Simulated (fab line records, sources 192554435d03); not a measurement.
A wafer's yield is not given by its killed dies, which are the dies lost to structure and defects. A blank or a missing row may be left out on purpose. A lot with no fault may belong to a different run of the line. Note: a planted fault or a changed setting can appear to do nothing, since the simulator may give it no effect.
fab line records	flow n5Finfet
[record] lots = 10	wafers = 30	lastDay = 18
route steps=1938 shown BEOL_M0_SAQP@633 BEOL_M0@732 BEOL_M1@752 BEOL_M4@1111 PASSIVATION@1936
lots that met no fault: from a run of the same line without faults
startH: start of the lot's first displayed wafer, in hours after the record's first day	waitH: hours elapsed since this lot's preceding step	" the same as in the row above	L1.1+2: one row covering several wafers at once	- no value present, or no start provided	* or withheld: withheld	< > ~ a bound
route shown NAME@n: a module of which the file shows steps, and the number in the route of the first	usual: mean and standard deviation over wafers with no fault	same: alike in all rows	chamber/n: place in a boat	sites: the reading at each site	_std_site: the values' standard deviation	_edge_site: outer sites' mean less inner sites'	radiusMm: for every site, how far away it sits from the centre of the wafer	mask NAME#n: copy n	behind: the last tool/chamber to shape the wafer	hold: why the lot went on hold/how many hours it stayed there/how the hold came to an end	device: the transistor (n, p or np) that didn't switch	end of line: tests run on the same wafers once the route is complete	a step with no rows: only its recipe	killed: not the wafer's yield, but the dies lost to structure and defects at the first sort	map: per-die view of a wafer (x killed, . not killed, _ where there is no die)
set.NAME: the setting as run; set.NAME@STEP: as run at that earlier step	model.NAME: the simulator's own value behind a step, which no gauge read
a sample of lots followed through the steps of the route, with each step as a table and each wafer as a row
services: from which hour (startH, from the record's first day; less than 0 if before it) a tool's chamber was out of use, for how many hours, and why
[[steps]]
[step N5_BEOL_M0_SAQP_ILD_DEP_01]
[recipe] material = SiOC	targetThkA = 454.19	tempC = 350	precursor = DEMS/O2	pressureTorr = 5	rfW = 500	timeS = 8.7
[usual] heaterPowerW = 541/83	showerheadPlenumPTorr = 5.690/0.013	throttleValvePct = 12.0/0.84
lot.wafer	tool	chamber	startH	waitH	heaterPowerW	showerheadPlenumPTorr	throttleValvePct
L453.2	pecvd-01	1	111.92	0.0	572	5.695	10.7
L453.4	"	1	"	"	579	5.691	10.6
L453.6	"	2	"	"	433	5.668	11.5
L454.1	pecvd-01	0	118.63	0.0	480	5.685	12.4
L454.4	"	1	"	"	579	5.677	10.7
L454.6	"	2	"	"	379	5.658	11.1
L455.3	pecvd-01	1	121.77	0.0	618	5.682	10.9
L455.5	"	1	"	"	621	5.690	10.7
L455.6	"	0	"	"	502	5.677	12.3
L456.2	pecvd-03	2	125.42	0.0	401	5.680	11.8
L456.4	"	0	"	"	371	5.690	12.4
L456.5	"	1	"	"	560	5.701	12.9
L458.1	pecvd-01	2	138.53	0.0	469	5.681	11.3
L458.3	"	0	"	"	520	5.677	12.6
L458.4	"	1	"	"	601	5.713	10.9
L462.4	pecvd-01	1	160.87	0.0	658	5.683	10.9
L462.5	"	2	"	"	464	5.665	11.3
L462.6	"	1	"	"	665	5.695	11.0
L470.3	pecvd-04	1	208.16	0.0	640	5.697	13.5
L470.5	"	1	"	"	647	5.704	13.4
L470.6	"	0	"	"	597	5.704	12.3
L473.1	pecvd-01	0	233.88	0.0	474	5.672	12.6
L473.5	"	0	"	"	474	5.684	12.6
L473.6	"	1	"	"	678	5.699	10.9
L474.1	pecvd-01	2	236.88	0.0	452	5.673	11.6
L474.4	"	0	"	"	510	5.680	12.7
L474.5	"	1	"	"	642	5.703	10.8
L476.2	pecvd-01	0	244.79	0.0	453	5.690	12.7
L476.3	"	2	"	"	452	5.671	11.4
L476.5	"	0	"	"	460	5.687	12.6
[step N5_BEOL_M0_SURFACE_TREAT_137]
[recipe] gas = Ar	timeS = *	ionEnergyEv = *	ionCurrentMaCm2 = 0.5	pressureMtorr = *	arFlowSccm = 30
[usual] throttleValvePct = *
lot.wafer	tool	chamber	startH	waitH	throttleValvePct
L453.2	pvdSputter-03	-	121.51	0.2	*
L453.4	"	-	"	"	*
L453.6	"	-	"	"	*
L454.1	pvdSputter-02	-	130.63	0.2	*
L454.4	"	-	"	"	*
L454.6	"	-	"	"	*
L455.3	pvdSputter-01	-	132.70	0.2	*
L455.5	"	-	"	"	*
L455.6	"	-	"	"	*
L456.2	pvdSputter-02	-	137.75	0.2	*
L456.4	"	-	"	"	*
L456.5	"	-	"	"	*
L458.1	pvdSputter-01	-	153.20	0.3	*
L458.3	"	-	"	"	*
L458.4	"	-	"	"	*
L462.4	pvdSputter-03	-	175.27	0.2	*
L462.5	"	-	"	"	*
L462.6	"	-	"	"	*
L470.3	pvdSputter-02	-	220.20	0.2	*
L470.5	"	-	"	"	*
L470.6	"	-	"	"	*
L473.1	pvdSputter-02	-	244.46	0.2	*
L473.5	"	-	"	"	*
L473.6	"	-	"	"	*
L474.1	pvdSputter-01	-	249.01	1.6	*
L474.4	"	-	"	"	*
L474.5	"	-	"	"	*
L476.2	pvdSputter-01	-	261.54	0.2	*
L476.3	"	-	"	"	*
L476.5	"	-	"	"	*
[step N5_BEOL_M0_SPUTTER_134]
[recipe] material = Cu	targetThkA = 40	tempC = -20	chamberPressurePa = 0.07	powerW = withheld	timeS = 7.37
[usual] throttleValvePct = 30.2/0.93
lot.wafer	tool	chamber	startH	waitH	throttleValvePct
L453.2	pvdSputter-03	-	121.91	0.0	30.1
L453.4	"	-	"	"	30.0
L453.6	"	-	"	"	30.9
L454.1	pvdSputter-01	-	131.30	0.0	31.7
L454.4	"	-	"	"	29.7
L454.6	"	-	"	"	29.6
L455.3	pvdSputter-01	-	133.26	0.0	29.9
L455.5	"	-	"	"	29.7
L455.6	"	-	"	"	30.9
L456.2	pvdSputter-01	-	138.20	0.0	29.7
L456.4	"	-	"	"	30.9
L456.5	"	-	"	"	31.0
L458.1	pvdSputter-02	-	153.68	0.0	28.9
L458.3	"	-	"	"	30.2
L458.4	"	-	"	"	28.2
L462.4	pvdSputter-03	-	175.82	0.0	30.6
L462.5	"	-	"	"	30.4
L462.6	"	-	"	"	29.9
L470.3	pvdSputter-03	-	220.67	0.0	29.7
L470.5	"	-	"	"	29.8
L470.6	"	-	"	"	30.9
L473.1	pvdSputter-02	-	244.93	0.0	30.6
L473.5	"	-	"	"	28.8
L473.6	"	-	"	"	27.9
L474.1	pvdSputter-02	-	249.72	0.0	30.8
L474.4	"	-	"	"	31.0
L474.5	"	-	"	"	27.9
L476.2	pvdSputter-03	-	262.04	0.0	30.4
L476.3	"	-	"	"	29.7
L476.5	"	-	"	"	29.9
[step N5_BEOL_M0_RS_MEAS_126]
[recipe] thkMeasGauge = four-point-probe	reads = Co_of_BEOL_M0_CO_CAP_123+Cu_of_BEOL_M0_ECD_118+Co_of_BEOL_M0_CVD_115+TaN_of_BEOL_M0_ALD_136
[usual] M0_RS = 0.529/0.015
lot.wafer	tool	chamber	startH	waitH	M0_RS[ohm/sq]
L453.2	filmMetro-02	-	123.08	0.1	0.544
L453.4	"	-	"	"	0.532
L453.6	"	-	"	"	0.546
L454.1	filmMetro-01	-	132.58	0.0	0.539
L454.4	"	-	"	"	0.505
L454.6	"	-	"	"	0.519
L455.3	filmMetro-01	-	134.62	0.1	0.539
L455.5	"	-	"	"	0.515
L455.6	"	-	"	"	0.520
L456.2	filmMetro-01	-	139.68	0.1	0.550
L456.4	"	-	"	"	0.552
L456.5	"	-	"	"	0.520
L458.1	filmMetro-02	-	154.85	0.0	0.516
L458.3	"	-	"	"	0.547
L458.4	"	-	"	"	0.510
L462.4	filmMetro-01	-	177.26	0.0	0.522
L462.5	"	-	"	"	0.271
L462.6	"	-	"	"	0.520
L470.3	filmMetro-02	-	222.18	0.1	0.510
L470.5	"	-	"	"	0.530
L470.6	"	-	"	"	0.516
L473.1	filmMetro-01	-	246.09	0.0	0.534
L473.5	"	-	"	"	0.510
L473.6	"	-	"	"	0.523
L474.1	filmMetro-01	-	250.90	0.0	0.559
L474.4	"	-	"	"	0.512
L474.5	"	-	"	"	0.538
L476.2	filmMetro-01	-	264.12	0.1	0.522
L476.3	"	-	"	"	0.521
L476.5	"	-	"	"	0.512
[step N5_BEOL_M1_THK_MEAS_01]
[recipe] reads = SiOC_of_BEOL_M1_ILD_DEP_00
[usual] M1_ILD_THK = 78.6/1
lot.wafer	tool	chamber	startH	waitH	M1_ILD_THK[nm]
L453.2	filmMetro-02	-	123.21	0.1	76.8
L453.4	"	-	"	"	79.4
L453.6	"	-	"	"	78.3
L454.1	filmMetro-02	-	132.71	0.0	79.3
L454.4	"	-	"	"	79.6
L454.6	"	-	"	"	78.9
L455.3	filmMetro-01	-	134.75	0.1	78.2
L455.5	"	-	"	"	78.5
L455.6	"	-	"	"	79.9
L456.2	filmMetro-01	-	139.81	0.1	77.3
L456.4	"	-	"	"	79.0
L456.5	"	-	"	"	78.8
L458.1	filmMetro-01	-	154.98	0.0	78.3
L458.3	"	-	"	"	77.6
L458.4	"	-	"	"	78.0
L462.4	filmMetro-01	-	177.39	0.0	80.1
L462.5	"	-	"	"	78.2
L462.6	"	-	"	"	79.2
L470.3	filmMetro-02	-	222.31	0.1	79.0
L470.5	"	-	"	"	79.1
L470.6	"	-	"	"	79.8
L473.1	filmMetro-02	-	246.22	0.0	77.1
L473.5	"	-	"	"	77.5
L473.6	"	-	"	"	78.7
L474.1	filmMetro-02	-	251.03	0.0	77.8
L474.4	"	-	"	"	79.6
L474.5	"	-	"	"	79.5
L476.2	filmMetro-01	-	264.25	0.1	77.2
L476.3	"	-	"	"	77.6
L476.5	"	-	"	"	79.1
[step N5_BEOL_M4_RC_MEAS_101]
[usual] DIBL_N = 36.0/1.8	DIBL_P = 36.3/2.4	IOFF_N = 0.16/0.035	IOFF_P = 0.21/0.036	ION_N = 673/13	ION_P = 461/7.2	SS_N = 71.4/0.6	SS_P = 73.2/0.7	VT_N = 250/4	VT_P = -250.9/2.9
lot.wafer	tool	chamber	startH	waitH	DIBL_N[mV/V]	DIBL_P[mV/V]	IOFF_N[nA/um]	IOFF_P[nA/um]	ION_N[uA/um]	ION_P[uA/um]	SS_N[mV/dec]	SS_P[mV/dec]	VT_N[mV]	VT_P[mV]
L453.2	prober-01	0	159.93	0.2	40.9	41.0	0.27	0.32	695	472	72.0	74.4	240	-242.9
L453.4	"	0	"	"	39.8	39.5	0.23	0.29	695	474	72.1	74.1	245	-243.5
L453.6	"	0	"	"	36.5	35.0	0.16	0.23	669	465	71.2	72.4	252	-247.3
L454.1	prober-02	0	188.25	0.0	36.7	38.2	0.19	0.25	675	465	72.5	73.7	248	-248.4
L454.4	"	0	"	"	34.7	33.9	0.14	0.17	666	457	72.2	72.5	250	-252.9
L454.6	"	0	"	"	39.2	41.4	0.25	0.32	693	473	72.8	74.6	242	-245.7
L455.3	prober-01	0	191.50	0.3	36.3	37.4	0.17	0.21	683	462	71.5	73.8	248	-249.2
L455.5	"	0	"	"	35.8	37.5	0.16	0.22	672	468	70.7	72.9	250	-247.8
L455.6	"	0	"	"	38.5	40.0	0.23	0.26	702	475	71.8	73.9	245	-246.1
L456.2	prober-02	0	195.12	0.2	34.3	33.5	0.16	0.21	678	463	70.8	73.2	246	-247.1
L456.4	"	0	"	"	34.0	32.9	0.14	0.19	670	459	71.3	72.7	250	-249.6
L456.5	"	0	"	"	32.7	30.7	0.12	0.16	653	461	71.3	72.2	252	-251.3
L458.1	prober-02	0	218.00	0.0	32.7	32.6	0.10	0.14	643	446	70.0	71.9	259	-257.7
L458.3	"	0	"	"	34.2	34.1	0.12	0.16	663	453	71.5	72.7	255	-254.1
L458.4	"	0	"	"	35.7	37.3	0.15	0.20	692	471	71.5	73.3	248	-249.6
L462.4	prober-01	0	242.86	0.5	36.3	36.1	0.17	0.20	683	464	71.6	73.7	247	-252.8
L462.5	"	0	"	"	36.3	36.3	0.16	0.20	686	464	71.9	73.7	249	-252.5
L462.6	"	0	"	"	39.2	39.5	0.24	0.26	691	459	72.2	74.0	244	-249.3
L470.3	prober-02	0	280.20	0.3	35.5	37.7	0.18	0.22	683	467	70.6	73.8	247	-248.6
L470.5	"	0	"	"	34.0	35.7	0.14	0.19	682	469	71.1	72.9	251	-251.5
L470.6	"	0	"	"	36.1	37.6	0.17	0.23	680	457	71.8	73.7	247	-248.3
L473.1	prober-02	0	286.98	0.0	36.0	35.9	0.15	0.20	675	461	71.1	74.0	252	-250.9
L473.5	"	0	"	"	33.0	32.7	0.11	0.16	668	459	70.9	73.1	253	-252.0
L473.6	"	0	"	"	37.4	36.6	0.16	0.21	667	457	71.4	73.7	253	-251.4
L474.1	prober-01	0	316.37	0.0	36.3	34.9	0.15	0.20	679	465	71.5	73.1	246	-251.2
L474.4	"	0	"	"	36.6	36.3	0.15	0.22	671	459	70.9	73.6	249	-251.9
L474.5	"	0	"	"	35.2	33.6	0.13	0.17	661	450	71.0	71.9	250	-253.3
L476.2	prober-01	0	318.44	0.2	37.2	37.1	0.16	0.21	673	457	71.4	73.4	250	-252.4
L476.3	"	0	"	"	37.9	36.6	0.16	0.21	681	461	72.1	74.0	250	-252.9
L476.5	"	0	"	"	39.3	38.0	0.20	0.25	687	464	72.2	73.7	247	-246.7
[step N5_PASSIVATION_PROBE_49]
[usual] defectLimitedYield = 91.2/1.4	killed_at_M0_to_M3 = 35/11	killed_at_M4_up = 14/5.6	killedAtContacts = 12/5.6	killedAtFrontEnd = 38/11	killedAtOther = 4/3.4	killedDies = 103/17	killedOnRim = 13/3.5	killedOpen = 68/12	killedShort = 33/8.8	sort_bin_4_leakage = 0.00/0.007	sort_bin_5_function = 5.1/0.89	sort_bin_6_memory = 3.3/0.71	sortNPass = 1077/17	sortYieldPct = 91.2/1.4
[same] grossDies = 1180	killedAtBackSide = 0	sort_bin_8_speed[%] = 0
lot.wafer	tool	chamber	startH	waitH	defectLimitedYield[%]	killed_at_M0_to_M3	killed_at_M4_up	killedAtContacts	killedAtFrontEnd	killedAtOther	killedDies	killedOnRim	killedOpen	killedShort	sort_bin_4_leakage[%]	sort_bin_5_function[%]	sort_bin_6_memory[%]	sortNPass	sortYieldPct[%]
L453.2	prober-01	-	266.87	0.1	91.2	16	19	18	49	2	104	14	67	32	0	5.0	3.6	1076	91.2
L453.4	prober-01	-	266.97	0.2	92.4	24	14	20	30	2	90	17	55	25	0	4.2	2.4	1090	92.4
L453.6	prober-01	-	267.07	0.3	93.1	15	10	16	37	3	81	8	52	27	0	4.2	2.2	1099	93.1
L455.3	prober-02	-	298.23	0.1	92.5	38	5	7	37	1	88	9	67	21	0	5.1	2.2	1092	92.5
L455.5	prober-02	-	298.33	0.2	93.7	22	12	9	30	1	74	16	60	12	0	3.9	2.1	1106	93.7
L455.6	prober-02	-	298.38	0.3	93.4	29	4	6	39	0	78	10	58	20	0	3.4	3.1	1102	93.4
L456.2	prober-01	-	303.54	0.1	89.3	53	25	9	33	6	126	16	77	46	0	6.4	3.7	1054	89.3
L456.4	prober-01	-	303.64	0.2	89.9	43	30	12	33	1	119	11	77	42	0	5.7	4.0	1061	89.9
L456.5	prober-01	-	303.69	0.2	91.1	50	5	11	33	6	105	13	78	24	0	5.0	3.2	1075	91.1
L458.1	prober-01	-	325.75	0.0	91.1	33	18	16	35	3	105	10	71	34	0	5.0	3.5	1075	91.1
L458.3	prober-01	-	325.85	0.1	91.3	36	12	14	39	2	103	10	66	36	0	5.5	3.1	1077	91.3
L458.4	prober-01	-	325.90	0.2	91.9	32	15	17	29	3	96	12	68	28	0	4.4	3.3	1084	91.9
L462.4	prober-02	-	347.16	0.2	90.8	38	15	6	40	10	109	16	59	50	0	4.6	4.1	1071	90.8
L462.5	prober-02	-	347.21	0.2	91.4	33	14	17	33	4	101	11	63	38	0	5.3	3.1	1079	91.4
L462.6	prober-02	-	347.26	0.3	91.9	32	14	9	38	3	96	16	58	34	0	4.7	2.7	1084	91.9
L470.3	prober-01	-	395.27	0.8	90.7	37	12	6	52	3	110	9	58	50	0	5.3	3.6	1070	90.7
L470.5	prober-01	-	395.37	0.9	90.7	51	10	15	33	1	110	13	69	39	0	5.6	3.5	1070	90.7
L470.6	prober-01	-	395.42	1.0	89.4	45	18	13	48	1	125	21	68	55	0	5.3	4.7	1055	89.4
L473.1	prober-02	-	396.55	0.0	90.9	31	17	13	29	17	107	13	79	26	0	5.8	3.1	1073	90.9
L473.5	prober-02	-	396.75	0.2	90.8	36	20	12	27	13	108	14	76	31	0	5.8	3.1	1072	90.8
L473.6	prober-02	-	396.80	0.3	92.5	30	12	12	31	4	89	10	69	18	0	4.5	2.9	1091	92.5
L476.2	prober-01	-	437.40	0.1	92.0	25	14	4	45	6	94	17	61	32	0	4.9	2.8	1086	92.0
L476.3	prober-01	-	437.45	0.1	91.9	39	21	4	28	4	96	17	71	22	0	4.7	3.2	1084	91.9
L476.5	prober-01	-	437.55	0.2	89.7	44	16	13	45	4	122	14	81	39	0	5.8	4.0	1058	89.7
// killed by level:class
L453.2 FIN_SAQP:geometricParticle:open=21 MOL_CONTACT_COAG:geometricParticle:open=10 MOL_CONTACT_COAG:geometricParticle:short=8 BEOL_M4:geometricParticle:open=8 FIN_SAQP:geometricParticle:short=7 STI_FIN_REVEAL:geometricParticle:open=7 BEOL_M2:geometricParticle:short=4 GATE_CUT:geometricParticle:short=3
L453.4 MOL_CONTACT_COAG:geometricParticle:open=17 HKMG_FIN:areaEtch=8 BEOL_M1:geometricParticle:open=7 BEOL_M0_SAQP:geometricParticle:open=5 BEOL_M8:geometricParticle:open=5 BEOL_M0:geometricParticle:open=4 BEOL_M5:geometricParticle:short=4 FIN_SAQP:geometricParticle:open=3
L453.6 MOL_CONTACT_COAG:geometricParticle:open=15 FIN_SAQP:geometricParticle:open=9 FIN_SAQP:geometricParticle:short=5 ILD0:geometricParticle:open=4 BEOL_M0_SAQP:geometricParticle:short=4 STI_FIN_REVEAL:geometricParticle:open=3 STARTING-WAFER:geometricParticle:open=3 DUMMY_GATE:geometricParticle:short=2
L455.3 FIN_SAQP:geometricParticle:open=11 BEOL_M3:geometricParticle:open=11 BEOL_M0_SAQP:geometricParticle:open=10 STI_FIN_REVEAL:geometricParticle:open=8 BEOL_M0_SAQP:geometricParticle:short=8 MOL_CONTACT_COAG:geometricParticle:open=6 BEOL_M2:geometricParticle:open=5 FIN_SAQP:geometricParticle:short=3
L455.5 MOL_CONTACT_COAG:geometricParticle:open=9 FIN_SAQP:geometricParticle:open=8 BEOL_M3:geometricParticle:open=8 DUMMY_GATE:geometricParticle:open=7 BEOL_M0_SAQP:geometricParticle:open=5 STARTING-WAFER:geometricParticle:open=5 STI_FIN_REVEAL:geometricParticle:open=4 FIN_SAQP:geometricParticle:short=3
L455.6 BEOL_M3:geometricParticle:open=9 STI_FIN_REVEAL:geometricParticle:open=8 STARTING-WAFER:geometricParticle:open=7 FIN_SAQP:geometricParticle:open=6 DUMMY_GATE:geometricParticle:open=5 BEOL_M0_SAQP:geometricParticle:open=5 BEOL_M0:geometricParticle:open=5 MOL_CONTACT_COAG:geometricParticle:open=4
L456.2 BEOL_M4:geometricParticle:open=12 BEOL_M0_SAQP:geometricParticle:short=11 BEOL_M1:geometricParticle:open=11 BEOL_M3:geometricParticle:open=11 BEOL_M0_SAQP:geometricParticle:open=10 MOL_CONTACT_COAG:geometricParticle:open=7 FIN_SAQP:geometricParticle:open=6 DUMMY_GATE:geometricParticle:open=5
L456.4 BEOL_M0_SAQP:geometricParticle:open=20 BEOL_M4:geometricParticle:open=14 MOL_CONTACT_COAG:geometricParticle:open=11 BEOL_M0_SAQP:geometricParticle:short=9 BEOL_M1:geometricParticle:open=7 SPACER0:geometricParticle:short=6 BEOL_M4:geometricParticle:short=6 STI_FIN_REVEAL:geometricParticle:open=4
L456.5 BEOL_M3:geometricParticle:open=14 MOL_CONTACT_COAG:geometricParticle:open=10 BEOL_M0_SAQP:geometricParticle:open=10 BEOL_M1:geometricParticle:open=10 BEOL_M2:geometricParticle:open=6 FIN_SAQP:geometricParticle:open=5 BEOL_M4:geometricParticle:open=5 STARTING-WAFER:geometricParticle:short=4
L458.1 MOL_CONTACT_COAG:geometricParticle:open=13 BEOL_M0_SAQP:geometricParticle:short=11 BEOL_M0_SAQP:geometricParticle:open=10 BEOL_M4:geometricParticle:open=7 FIN_SAQP:geometricParticle:open=5 STI_FIN_REVEAL:geometricParticle:open=5 BEOL_M3:geometricParticle:open=5 STARTING-WAFER:geometricParticle:short=5
L458.3 MOL_CONTACT_COAG:geometricParticle:open=14 FIN_SAQP:geometricParticle:open=8 FIN_SAQP:geometricParticle:short=8 BEOL_M0_SAQP:geometricParticle:short=8 BEOL_M0_SAQP:geometricParticle:open=7 BEOL_M2:geometricParticle:open=7 DUMMY_GATE:geometricParticle:open=6 STI_FIN_REVEAL:geometricParticle:open=4
L458.4 MOL_CONTACT_COAG:geometricParticle:open=17 FIN_SAQP:geometricParticle:open=10 BEOL_M4:geometricParticle:open=10 BEOL_M0_SAQP:geometricParticle:short=7 BEOL_M2:geometricParticle:open=6 DUMMY_GATE:geometricParticle:open=5 BEOL_M3:geometricParticle:short=5 BEOL_M0_SAQP:geometricParticle:open=4
L462.4 BEOL_M1:geometricParticle:open=13 FIN_SAQP:geometricParticle:short=10 BEOL_M4:geometricParticle:open=7 FIN_SAQP:geometricParticle:open=6 BEOL_M3:geometricParticle:open=6 MOL_CONTACT_COAG:geometricParticle:open=5 BEOL_M1:geometricParticle:short=5 STARTING-WAFER:geometricParticle:short=5
L462.5 MOL_CONTACT_COAG:geometricParticle:open=15 FIN_SAQP:geometricParticle:short=11 BEOL_M0_SAQP:geometricParticle:short=5 BEOL_M0_SAQP:geometricParticle:open=5 BEOL_M1:geometricParticle:open=5 BEOL_M3:geometricParticle:open=5 FIN_SAQP:geometricParticle:open=4 BEOL_M2:geometricParticle:open=4
L462.6 FIN_SAQP:geometricParticle:open=8 BEOL_M2:geometricParticle:open=8 STARTING-WAFER:geometricParticle:short=8 MOL_CONTACT_COAG:geometricParticle:open=7 BEOL_M0_SAQP:geometricParticle:short=7 BEOL_M4:geometricParticle:open=6 BEOL_M0_SAQP:geometricParticle:open=5 FIN_SAQP:geometricParticle:short=4
L470.3 STI_FIN_REVEAL:geometricParticle:open=12 FIN_SAQP:geometricParticle:short=10 BEOL_M3:geometricParticle:open=9 BEOL_M0_SAQP:geometricParticle:short=9 FIN_SAQP:geometricParticle:open=8 GATE_CUT:geometricParticle:short=8 STI_FIN_REVEAL:geometricParticle:short=7 BEOL_M0_SAQP:geometricParticle:open=7
L470.5 MOL_CONTACT_COAG:geometricParticle:open=15 BEOL_M1:geometricParticle:open=11 BEOL_M0_SAQP:geometricParticle:open=9 GATE_CUT:geometricParticle:short=8 BEOL_M0_SAQP:geometricParticle:short=8 BEOL_M0:geometricParticle:open=7 BEOL_M1:geometricParticle:short=6 BEOL_M3:geometricParticle:open=6
L470.6 FIN_SAQP:geometricParticle:short=14 MOL_CONTACT_COAG:geometricParticle:open=12 BEOL_M1:geometricParticle:open=9 BEOL_M4:geometricParticle:open=9 BEOL_M0:geometricParticle:open=7 BEOL_M1:geometricParticle:short=7 BEOL_M0_SAQP:geometricParticle:short=6 STARTING-WAFER:geometricParticle:short=6
L473.1 BEOL_M2:geometricParticle:open=12 BEOL_M4:geometricParticle:open=12 MOL_CONTACT_COAG:geometricParticle:open=10 STI_FIN_REVEAL:geometricParticle:open=9 BEOL_M3:geometricParticle:open=7 GATE_CUT:geometricParticle:short=6 DUMMY_GATE:geometricParticle:open=5 BEOL_M1:geometricParticle:open=5
L473.5 BEOL_M4:geometricParticle:open=13 STI_FIN_REVEAL:geometricParticle:open=11 BEOL_M2:geometricParticle:open=8 MOL_CONTACT_COAG:geometricParticle:open=7 FIN_SAQP:geometricParticle:open=5 MOL_CONTACT_COAG:geometricParticle:short=5 BEOL_M0_SAQP:geometricParticle:short=5 BEOL_M0_SAQP:geometricParticle:open=5
L473.6 BEOL_M2:geometricParticle:open=13 MOL_CONTACT_COAG:geometricParticle:open=11 STI_FIN_REVEAL:geometricParticle:open=7 STARTING-WAFER:geometricParticle:open=6 BEOL_M4:geometricParticle:open=5 GATE_CUT:geometricParticle:short=4 BEOL_M0_SAQP:geometricParticle:short=4 BEOL_M3:geometricParticle:open=4
L476.2 FIN_SAQP:geometricParticle:open=13 FIN_SAQP:geometricParticle:short=11 BEOL_M3:geometricParticle:open=9 BEOL_M0_SAQP:geometricParticle:short=6 GATE_CUT:geometricParticle:short=5 BEOL_M4:geometricParticle:open=5 BEOL_M0_SAQP:geometricParticle:open=4 DUMMY_GATE:geometricParticle:open=3
L476.3 BEOL_M3:geometricParticle:open=10 BEOL_M0_SAQP:geometricParticle:open=9 BEOL_M5:geometricParticle:open=8 BEOL_M0_SAQP:geometricParticle:short=7 FIN_SAQP:geometricParticle:short=6 BEOL_M2:geometricParticle:open=6 STI_FIN_REVEAL:geometricParticle:open=5 DUMMY_GATE:geometricParticle:open=5
L476.5 MOL_CONTACT_COAG:geometricParticle:open=12 FIN_SAQP:geometricParticle:short=11 BEOL_M0_SAQP:geometricParticle:open=11 FIN_SAQP:geometricParticle:open=10 BEOL_M2:geometricParticle:open=10 BEOL_M3:geometricParticle:open=8 STI_FIN_REVEAL:geometricParticle:open=6 BEOL_M0_SAQP:geometricParticle:short=5
[[services]]
tool	chamber	startH	hours	kind
pecvd-01	-	115.27	1.3	repair
pecvd-03	-	116.11	6.0	pm
pecvd-01	0	160.15	4.4	repair
pvdSputter-02	-	162.27	23.5	repair
pecvd-03	2	170.54	5.2	repair
pecvd-01	-	190.93	2.6	repair
pecvd-04	2	202.38	-	clean
pecvd-04	2	202.38	-	consumableReplace:showerhead
pecvd-04	2	202.38	29.0	scheduledDown
pecvd-04	2	202.38	29.0	ventCycle
pecvd-03	1	241.93	22.3	repair
pecvd-01	2	250.89	-	calibration
[[key]]
[firstSign] step = N5_BEOL_M0_RS_MEAS_126	reading = M0_RS	direction = down	sigmas = 17	usual = 0.529	struck = 0.271
effect none on later readings
metAt N5_BEOL_M0_SAQP_ILD_DEP_01
struckLots L462
struckWafers L462.5
notActingAt N5_BEOL_M0_SURFACE_TREAT_137,N5_BEOL_M0_SPUTTER_134,N5_BEOL_M1_THK_MEAS_01
onsetBetween 138.53 160.87
[fault] kind = processParameterDrift	tool = pecvd-01	chamber = 2	onsetH = 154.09	steps = N5_BEOL_M0_SAQP_ILD_DEP_01	channel = timeS	offset = *	shape = step	endH = 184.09	actsIn = *	stated = *
